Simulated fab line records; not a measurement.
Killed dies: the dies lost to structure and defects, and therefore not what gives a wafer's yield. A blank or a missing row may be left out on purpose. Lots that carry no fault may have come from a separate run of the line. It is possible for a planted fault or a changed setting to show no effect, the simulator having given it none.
Chamber matching | flow nand-harc | NHARC_A_CHANNEL_FILL_D1_STRIP_28 on rie-diel-06 has 4 sister chambers
The step strips in O2, time 20 s. 4 wafers are shown with their chamber, then 9 later ones without.

== EACH WAFER AND ITS CHAMBER ==
wafer  | chamber | drypump-motor-current-A (A)
L082.4 | 0       | 4.8
L085.4 | 1       | 5.8
L085.5 | 3       | 5.4
L085.6 | 2       | 6.3

== WAFERS MISSING THEIR CHAMBER ==
wafer  | drypump-motor-current-A (A)
L091.2 | 4.8
L091.4 | 6.3
L091.6 | 5.4
L095.2 | 6.3
L095.4 | 4.7
L095.6 | 4.8
L096.2 | 4.7
L096.3 | 6.4
L096.5 | 4.8

== WHICH CHAMBER EACH ONE RAN IN ==
wafer  | from the rows above | in truth
L091.2 | 0                   | 0
L091.4 | 2                   | 2
L091.6 | 3                   | 3
L095.2 | 2                   | 2
L095.4 | 0                   | 0
L095.6 | 0                   | 0
L096.2 | 0                   | 0
L096.3 | 2                   | 2
L096.5 | 0                   | 0
Correctly placed: 9 of 9. Not placeable from these rows: 0. Number placed wrongly: 0.
How it was worked out, from the rows above alone: a wafer's distance from a chamber is the root of the sum, over the readings, of the square of ((its reading less the chamber's mean) divided by the reading's scatter). The wafer belongs to the nearest chamber; if the next one is less than 2 further off, it can't be placed. For every chamber, the mean is computed from those of its wafers that are shown. The scatter (one wafer shown for each chamber): square how far every hidden wafer sits from the nearest shown wafer, average those squares and take the square root.
